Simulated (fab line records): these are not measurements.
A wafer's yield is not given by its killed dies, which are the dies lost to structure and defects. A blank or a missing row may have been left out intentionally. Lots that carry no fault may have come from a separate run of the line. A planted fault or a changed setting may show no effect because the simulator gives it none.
fab line records	flow n5-finfet	part 1 of 2: steps 1 to 9 of 10
record lots=8	wafers=23	last-day=19
route steps=1938 shown BEOL_M3@934 BEOL_M4@1111 PASSIVATION@1936
lots with no fault: from the same line, run without faults
start-h: hours from the record's first day to the start of the lot's first wafer shown	wait-h: hours from the lot's prior step to this one	" as in the row above	L1.1+2: several wafers, shown together as one row	- no value, or no start was given	* or withheld: withheld	< > ~ a bound
route shown NAME@n: NAME is a module with steps in the file, n the number in the route of the first one	usual: mean/standard deviation of fault-free wafers	same: alike in all rows	chamber/n: place in a boat	sites: per-site readings	_std_site: the standard deviation of these	_edge_site: outer sites' mean less inner sites'	radius-mm: for every site, how far away it sits from the centre of the wafer	mask NAME#n: copy n	behind: the most recent tool/chamber to have shaped the wafer	hold: why the lot went on hold/how many hours it stayed there/how the hold came to an end	device: the transistor (n, p or np) that didn't switch	end of line: tests of these same wafers at the route's end	where a step has no rows: the recipe by itself	killed: at the first sort, the dies lost to defects and structure; wafer yield is something else	map: shows each die of a wafer: x if killed, . if not, _ if none is there
set.NAME: the run value of the setting; set.NAME@STEP: its run value at that earlier step	model.NAME: the simulator's own value behind a step, which no gauge read
a sample of lots followed through the steps of the route, with each step as a table and each wafer as a row
services: the hour from which a tool's chamber was out of use, counted from the record's first day as start-h (under 0 if before that day), plus the number of hours and why
## steps
# step N5_BEOL_M3_HM_DEP_02
# recipe material=TiN	target-thk-a=200	temp-c=25	chamber-pressure-pa=0.49996
# usual throttle-valve-pct=30.1/1.3
lot.wafer	tool	chamber	start-h	wait-h	throttle-valve-pct
L566.2	pvd-sputter-03	-	172.77	0.1	29.5
L566.3	"	-	"	"	28.9
L566.6	"	-	"	"	27.5
L570.1	pvd-sputter-03	-	197.19	0.8	29.0
L570.6	"	-	"	"	30.1
L572.2	pvd-sputter-03	-	201.69	0.4	27.6
L572.4	"	-	"	"	30.3
L572.5	"	-	"	"	28.8
L573.1	pvd-sputter-03	-	226.16	0.8	29.4
L573.2	"	-	"	"	27.5
L573.6	"	-	"	"	30.3
L579.1	pvd-sputter-01	-	248.95	1.7	31.2
L579.2	"	-	"	"	31.2
L579.6	"	-	"	"	32.3
L581.1	pvd-sputter-01	-	284.81	1.4	31.0
L581.4	"	-	"	"	32.5
L581.5	"	-	"	"	31.4
L584.1	pvd-sputter-03	-	302.99	0.1	29.4
L584.3	"	-	"	"	30.2
L584.6	"	-	"	"	30.1
L582.2	pvd-sputter-03	-	315.40	0.7	27.4
L582.3	"	-	"	"	28.8
L582.6	"	-	"	"	30.2
# step N5_BEOL_M3_STRIP_66
# recipe chemistry=CF4	resist=SiARC	power-w=300	bias-power-w=75	pressure-mtorr=50	cf4-flow-sccm=150	rf-frequency-hz=6e+07
# usual bias-power-w=75.00/0.22	drypump-motor-current-A=5.5/0.47	oes-product-au=0.77/0.07	rf-vpp-V=271.4/1.1	showerhead-plenum-p-Torr=1.81/0.037	throttle-valve-pct=13.62/0.19
lot.wafer	tool	chamber	start-h	wait-h	bias-power-w	drypump-motor-current-A	oes-product-au	rf-hours-counter-h	rf-vpp-V	showerhead-plenum-p-Torr	throttle-valve-pct
L566.2	rie-diel-06	3	173.76	0.0	75.33	6.3	0.94	2	270.0	1.75	13.19
L566.3	"	0	"	"	74.83	4.9	0.69	229	270.7	1.77	13.49
L566.6	"	1	"	"	75.14	5.5	0.75	-	272.7	1.87	13.87
L570.1	rie-diel-06	1	198.04	0.0	75.14	5.5	0.74	178	273.3	1.87	13.87
L570.6	"	2	"	"	75.33	5.8	0.75	-	269.9	1.79	13.85
L572.2	rie-diel-06	0	202.41	0.0	74.78	4.9	0.68	236	269.7	1.77	13.51
L572.4	"	1	"	"	75.23	5.6	0.74	180	272.1	1.87	13.87
L572.5	"	1	"	"	75.04	5.5	0.73	-	272.0	1.87	13.87
L573.1	rie-diel-02	0	226.89	0.0	74.58	5.3	0.69	218	270.9	1.78	13.86
L573.2	"	1	"	"	75.22	5.7	0.76	155	271.1	1.81	13.61
L573.6	"	0	"	"	74.78	5.3	0.69	-	269.9	1.78	13.86
L579.1	rie-diel-04	1	249.85	0.0	74.79	6.1	0.73	189	272.4	1.86	13.63
L579.2	"	2	"	"	74.79	4.9	0.81	94	267.5	1.75	13.74
L579.6	"	0	"	"	75.09	5.1	0.76	-	271.8	1.80	13.58
L581.1	rie-diel-02	2	285.66	0.0	75.14	6.3	0.87	39	272.1	1.83	13.48
L581.4	"	3	"	"	74.35	4.9	0.73	199	272.7	1.84	13.48
L581.5	"	3	"	"	74.98	4.9	0.72	-	272.6	1.84	13.46
L584.1	rie-diel-04	2	303.71	0.0	74.64	5.0	0.80	111	269.6	1.75	13.77
L584.3	"	0	"	"	74.93	5.1	0.74	129	271.4	1.80	13.62
L584.6	"	1	"	"	74.89	6.1	0.73	-	272.3	1.86	13.65
L582.2	rie-diel-02	2	316.12	0.0	75.16	6.4	0.85	47	272.0	1.83	13.51
L582.3	"	3	"	"	74.96	5.0	0.72	208	271.9	1.83	13.50
L582.6	"	3	"	"	74.86	5.0	0.72	-	272.7	1.83	13.49
# step N5_BEOL_M3_ETCH_77
# recipe chemistry=N2/H2	target=underlayer	target-depth-a=65	mask-material=CAR-EUV	time-s=5.2	ion-energy-ev=200	pressure-mtorr=30	source-w=840	bias-w=150	n2-flow-sccm=200	h2-flow-sccm=200	ends=cleared
# usual drypump-motor-current-A=5.5/0.5	etch-rf-on-time-s=5.22/0.12	oes-product-au=0.66/0.067	rf-vpp-V=524.4/2	showerhead-plenum-p-Torr=2.56/0.06	throttle-valve-pct=17.93/0.19
lot.wafer	tool	chamber	start-h	wait-h	drypump-motor-current-A	etch-rf-on-time-s	oes-product-au	rf-hours-counter-h	rf-vpp-V	showerhead-plenum-p-Torr	throttle-valve-pct
L566.2	rie-diel-06	3	174.62	0.0	6.3	5.01	0.83	2	523.3	2.52	17.78
L566.3	"	1	"	"	5.5	5.14	0.65	173	526.8	2.64	18.06
L566.6	"	0	"	"	4.9	5.32	0.59	-	524.3	2.52	17.70
L570.1	rie-diel-02	0	198.76	0.0	5.3	5.51	0.58	210	523.1	2.52	18.28
L570.6	"	0	"	"	5.3	5.48	0.59	-	521.1	2.52	18.29
L572.2	rie-diel-04	1	203.11	0.0	6.2	5.20	0.64	173	525.5	2.64	17.86
L572.4	"	0	"	"	5.1	5.13	0.69	99	522.1	2.55	17.74
L572.5	"	2	"	"	5.0	5.16	0.72	-	520.6	2.45	17.88
L573.1	rie-diel-06	3	227.71	0.0	6.2	5.01	0.78	18	522.1	2.51	17.84
L573.2	"	0	"	"	4.9	5.33	0.57	244	523.2	2.51	17.68
L573.6	"	2	"	"	5.8	5.26	0.63	-	522.4	2.53	18.21
L579.1	rie-diel-06	3	250.68	0.0	6.3	5.06	0.77	25	519.4	2.51	17.87
L579.2	"	1	"	"	5.5	5.08	0.64	195	526.2	2.63	18.09
L579.6	"	2	"	"	5.8	5.21	0.63	-	524.6	2.52	18.21
L581.1	rie-diel-02	3	286.50	0.0	5.0	5.33	0.62	200	527.8	2.65	17.86
L581.4	"	0	"	"	5.3	5.53	0.57	235	523.3	2.51	18.34
L581.5	"	1	"	"	5.7	5.27	0.65	-	525.2	2.54	17.97
L584.1	rie-diel-04	0	304.41	0.0	5.1	5.10	0.65	129	522.4	2.54	17.82
L584.3	"	3	"	"	5.3	5.14	0.68	89	523.6	2.57	17.80
L584.6	"	0	"	"	5.1	5.16	0.65	-	525.4	2.54	17.81
L582.2	rie-diel-02	0	316.94	0.0	5.3	5.44	0.56	243	522.3	2.51	18.33
L582.3	"	2	"	"	6.4	5.19	0.74	48	524.6	2.58	17.80
L582.6	"	2	"	"	6.3	5.15	0.74	-	524.3	2.58	17.81
# step N5_BEOL_M3_ALD_98
# recipe material=SiO2	target-thk-a=25	temp-c=100	ald-precursor-family=BDEAS	ald-co-reactant=O2-plasma	pulse-time-s=1	co-reactant-pulse-time-s=1	purge-time-s=2	co-reactant-purge-time-s=2	ald-cycles=17	pressure-torr=2
# usual chamber-pressure-Torr=2.000/0.005	heater-power-w=79/7	precursor-pulse-height-rel=1.001/0.019
lot.wafer	tool	chamber	start-h	wait-h	chamber-pressure-Torr	heater-power-w	precursor-pulse-height-rel
L566.2	ald-sin-04	2	174.72	0.1	2.005	87	1.005
L566.3	"	3	"	"	1.997	66	1.010
L566.6	"	1	"	"	2.005	88	0.974
L570.1	ald-sin-03	3	198.86	0.1	2.000	74	0.980
L570.6	"	3	"	"	1.999	73	0.958
L572.2	ald-sin-04	0	203.88	0.7	1.995	92	0.997
L572.4	"	2	"	"	2.000	86	0.994
L572.5	"	2	"	"	1.998	88	1.005
L573.1	ald-sin-03	2	227.81	0.1	2.010	77	1.027
L573.2	"	0	"	"	2.009	72	1.015
L573.6	"	2	"	"	2.001	78	1.026
L579.1	ald-sin-02	3	250.77	0.1	2.000	81	1.012
L579.2	"	0	"	"	2.004	77	0.998
L579.6	"	3	"	"	2.004	80	1.000
L581.1	ald-sin-02	3	286.60	0.1	1.999	82	1.004
L581.4	"	2	"	"	2.004	81	0.989
L581.5	"	0	"	"	2.002	78	1.023
L584.1	ald-sin-02	0	304.60	0.1	1.996	78	1.013
L584.3	"	2	"	"	2.004	82	1.011
L584.6	"	1	"	"	1.998	85	0.990
L582.2	ald-sin-03	3	317.16	0.2	2.000	72	0.990
L582.3	"	2	"	"	2.006	77	0.984
L582.6	"	2	"	"	2.005	78	0.989
# step N5_BEOL_M3_ETCHBACK_99
# recipe chemistry=CHF3	target=SiO2	target-depth-a=50	time-s=10.4	source-w=215	bias-w=47	Ar_flow_sccm=200	CHF3_flow_sccm=12	ion-energy-ev=100	pressure-mtorr=30
# usual drypump-motor-current-A=5.5/0.51	oes-product-au=0.79/0.082	rf-vpp-V=241/3.4	showerhead-plenum-p-Torr=2.17/0.053	throttle-valve-pct=17.09/0.14
lot.wafer	tool	chamber	start-h	wait-h	drypump-motor-current-A	oes-product-au	rf-hours-counter-h	rf-vpp-V	showerhead-plenum-p-Torr	throttle-valve-pct
L566.2	rie-diel-02	0	175.94	1.2	5.3	0.70	204	239	2.12	17.25
L566.3	"	2	"	"	6.3	0.96	5	243	2.22	17.04
L566.6	"	3	"	"	5.0	0.74	-	242	2.25	17.00
L570.1	rie-diel-02	2	200.65	1.7	6.4	0.96	12	245	2.22	17.04
L570.6	"	2	"	"	6.4	0.35	-	243	2.22	17.01
L572.2	rie-diel-02	1	205.34	1.4	5.7	0.78	148	238	2.14	16.94
L572.4	"	0	"	"	5.3	0.69	212	240	2.12	17.26
L572.5	"	2	"	"	6.4	0.36	-	243	2.22	17.02
L573.1	rie-diel-02	2	231.09	3.2	6.3	0.91	22	242	2.22	17.05
L573.2	"	3	"	"	4.9	0.74	183	243	2.24	17.02
L573.6	"	3	"	"	5.0	0.30	-	242	2.24	16.98
L579.1	rie-diel-02	2	260.56	9.7	6.3	0.90	32	243	2.21	17.09
L579.2	"	0	"	"	5.3	0.68	228	239	2.11	17.28
L579.6	"	1	"	"	5.7	0.76	-	238	2.13	16.96
L581.1	rie-diel-02	1	290.41	3.8	5.7	0.76	173	239	2.13	16.97
L581.4	"	3	"	"	5.0	0.73	201	243	2.24	17.04
L581.5	"	3	"	"	5.0	0.72	-	241	2.24	17.05
L584.1	rie-diel-02	0	306.23	1.6	5.3	0.66	240	241	2.11	17.30
L584.3	"	1	"	"	5.7	0.75	178	237	2.13	16.99
L584.6	"	1	"	"	5.7	0.75	-	238	2.13	17.00
L582.2	rie-diel-02	2	318.68	1.5	6.4	0.87	48	242	2.21	17.11
L582.3	"	3	"	"	5.0	0.72	208	243	2.24	17.06
L582.6	"	2	"	"	6.4	0.88	-	244	2.21	17.11
# step N5_BEOL_M3_OCD_MEAS_38
# usual trench-depth-nm=55.4/1.1
lot.wafer	tool	chamber	start-h	wait-h	trench-depth-nm
L566.2	ocd-01	-	176.33	-	54.9
L566.3	"	-	"	"	55.7
L566.6	"	-	"	"	54.1
L570.1	ocd-02	-	201.04	-	56.7
L570.6	"	-	"	"	0.8
L572.2	ocd-01	-	205.73	-	55.4
L572.4	"	-	"	"	53.7
L572.5	"	-	"	"	0.5
L573.1	ocd-02	-	231.48	-	56.7
L573.2	"	-	"	"	55.2
L573.6	"	-	"	"	3.0
L579.1	ocd-02	-	260.95	-	56.6
L579.2	"	-	"	"	54.3
L579.6	"	-	"	"	54.5
L581.1	ocd-01	-	290.80	-	54.8
L581.4	"	-	"	"	53.5
L581.5	"	-	"	"	53.7
L584.1	ocd-01	-	306.62	-	53.8
L584.3	"	-	"	"	54.8
L584.6	"	-	"	"	55.1
L582.2	ocd-01	-	319.07	-	56.0
L582.3	"	-	"	"	55.0
L582.6	"	-	"	"	56.6
# step N5_BEOL_M3_CD_MEAS_35
# recipe target-cd-nm=18	target-cd-y-nm=21	polarity=opening
# usual cd-nm=18.0/0.4
lot.wafer	tool	chamber	start-h	wait-h	cd-nm
L566.2	cd-sem-01	-	176.52	0.0	17.8
L566.3	"	-	"	"	18.8
L566.6	"	-	"	"	18.1
L570.1	cd-sem-02	-	201.19	0.0	18.5
L570.6	"	-	"	"	-
L572.2	cd-sem-01	-	205.88	0.0	18.0
L572.4	"	-	"	"	17.5
L572.5	"	-	"	"	-
L573.1	cd-sem-01	-	231.63	0.0	17.5
L573.2	"	-	"	"	17.6
L573.6	"	-	"	"	-
L579.1	cd-sem-02	-	261.10	0.0	18.1
L579.2	"	-	"	"	18.5
L579.6	"	-	"	"	18.2
L581.1	cd-sem-02	-	290.96	0.0	18.1
L581.4	"	-	"	"	17.9
L581.5	"	-	"	"	18.1
L584.1	cd-sem-01	-	306.77	0.0	18.3
L584.3	"	-	"	"	18.2
L584.6	"	-	"	"	18.1
L582.2	cd-sem-01	-	319.23	0.0	17.8
L582.3	"	-	"	"	17.2
L582.6	"	-	"	"	17.7
# step N5_BEOL_M3_THK_MEAS_53
# recipe thk-meas-gauge=xrf	reads=Cu_of_BEOL_M3_ECD_50
# usual M3_THK=39.8/1.5
lot.wafer	tool	chamber	start-h	wait-h	M3_THK[nm]
L566.2	film-metro-02	-	182.74	-	40.1
L566.3	"	-	"	"	40.2
L566.6	"	-	"	"	41.4
L570.1	film-metro-02	-	205.12	-	40.7
L570.6	"	-	"	"	-
L572.2	film-metro-01	-	210.53	-	40.4
L572.4	"	-	"	"	41.5
L572.5	"	-	"	"	-
L573.1	film-metro-02	-	235.45	-	39.4
L573.2	"	-	"	"	39.4
L573.6	"	-	"	"	-
L579.1	film-metro-02	-	266.32	-	36.3
L579.2	"	-	"	"	39.2
L579.6	"	-	"	"	36.7
L581.1	film-metro-02	-	294.43	-	39.4
L581.4	"	-	"	"	39.7
L581.5	"	-	"	"	41.5
L584.1	film-metro-01	-	310.66	-	39.0
L584.3	"	-	"	"	37.9
L584.6	"	-	"	"	40.9
L582.2	film-metro-02	-	324.33	-	39.5
L582.3	"	-	"	"	39.5
L582.6	"	-	"	"	41.0
# step N5_BEOL_M4_RC_MEAS_101
# usual DIBL_N=36.3/2.2	DIBL_P=36.0/2.4	IOFF_N=0.16/0.042	IOFF_P=0.22/0.041	ION_N=672/14	ION_P=462/7.9	SS_N=71.7/0.76	SS_P=73.3/0.72	VT_N=250/3.6	VT_P=-249/3
lot.wafer	tool	chamber	start-h	wait-h	DIBL_N[mV/V]	DIBL_P[mV/V]	IOFF_N[nA/um]	IOFF_P[nA/um]	ION_N[uA/um]	ION_P[uA/um]	SS_N[mV/dec]	SS_P[mV/dec]	VT_N[mV]	VT_P[mV]
L566.2	prober-02	0	194.86	0.2	40.6	39.6	0.24	0.30	690	475	71.8	74.6	244	-245
L566.3	"	0	"	"	41.0	40.1	0.25	0.30	691	469	72.7	74.5	241	-244
L566.6	"	0	"	"	41.2	40.5	0.27	0.32	704	477	72.2	74.6	241	-246
L570.1	prober-01	0	213.24	0.0	36.6	36.9	0.16	0.21	660	459	71.6	73.5	250	-249
L572.2	prober-01	0	220.11	0.2	38.3	37.9	0.18	0.26	672	471	72.0	73.9	250	-249
L572.4	"	0	"	"	35.6	33.7	0.14	0.19	668	458	71.0	72.3	254	-252
L573.1	prober-02	0	243.44	0.0	40.4	38.4	0.35	0.28	682	459	75.0	73.8	244	-248
L573.2	"	0	"	"	36.1	35.9	0.17	0.22	662	457	71.7	73.2	249	-250
L579.1	prober-01	0	294.89	0.0	35.3	33.0	0.13	0.18	679	469	70.9	73.2	254	-253
L579.2	"	0	"	"	35.4	32.8	0.14	0.19	667	457	71.1	73.2	252	-255
L579.6	"	0	"	"	38.4	37.0	0.21	0.25	696	479	71.5	73.8	247	-248
L581.1	prober-02	0	316.38	0.0	36.8	37.1	0.18	0.24	679	464	72.0	73.5	247	-248
L581.4	"	0	"	"	36.5	38.0	0.20	0.26	706	483	71.7	73.3	243	-245
L581.5	"	0	"	"	36.3	37.4	0.18	0.23	692	467	71.8	73.1	248	-246
L584.1	prober-02	0	333.91	0.0	36.6	36.4	0.15	0.18	655	445	72.2	73.0	253	-253
L584.3	"	0	"	"	34.5	35.3	0.13	0.18	664	459	70.8	72.3	251	-255
L584.6	"	0	"	"	33.8	34.7	0.11	0.16	657	453	70.8	72.7	255	-252
L582.2	prober-01	0	342.46	0.6	33.2	34.8	0.14	0.19	674	468	70.5	72.9	251	-251
L582.3	"	0	"	"	34.1	35.7	0.15	0.19	685	470	71.1	72.8	249	-251
L582.6	"	0	"	"	33.4	34.9	0.14	0.20	672	465	71.2	72.7	250	-250
## key
first-sign step=N5_BEOL_M3_ETCHBACK_99	reading=oes-product-au	direction=down	sigmas=5.5	usual=0.79	struck=0.34
effect step=N5_BEOL_M3_OCD_MEAS_38	reading=trench-depth-nm	direction=down	sigmas=49	usual=55.4	struck=1.4
effect step=N5_BEOL_M3_CD_MEAS_35	reading=cd-nm	direction=missing
effect step=N5_BEOL_M3_THK_MEAS_53	reading=M3_THK	direction=missing
effect step=N5_PASSIVATION_PROBE_49	reading=killed_at_M0_to_M3	direction=up	sigmas=99+	usual=33	struck=1096
more-kills-born-at N5_BEOL_M3_HM_OPEN_17@rie-metal-01=1091	N5_BEOL_M3_HM_OPEN_17@rie-metal-03=1073	N5_BEOL_M3_HM_OPEN_17@rie-metal-02=1060
met-at N5_BEOL_M3_HM_DEP_02
struck-lots L570,L572,L573
struck-wafers L570.6,L572.5,L573.6
later-rows-left-out L570.6,L572.5,L573.6
not-acting-at N5_BEOL_M3_STRIP_66,N5_BEOL_M3_ETCH_77,N5_BEOL_M3_ALD_98
onset-between 172.77 197.19
fault kind=process-parameter-drift	tool=pvd-sputter-03	chamber=-	onset-h=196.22	steps=N5_BEOL_M3_HM_DEP_02	channel=target-thk-a	offset=*	shape=step	end-h=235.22	scope=struck-wafers-only	acts-in=*	stated=*
# later-rows-left-out: the simulator's readings of these wafers behind a module that went badly wrong aren't trusted and aren't shown, but for the sort
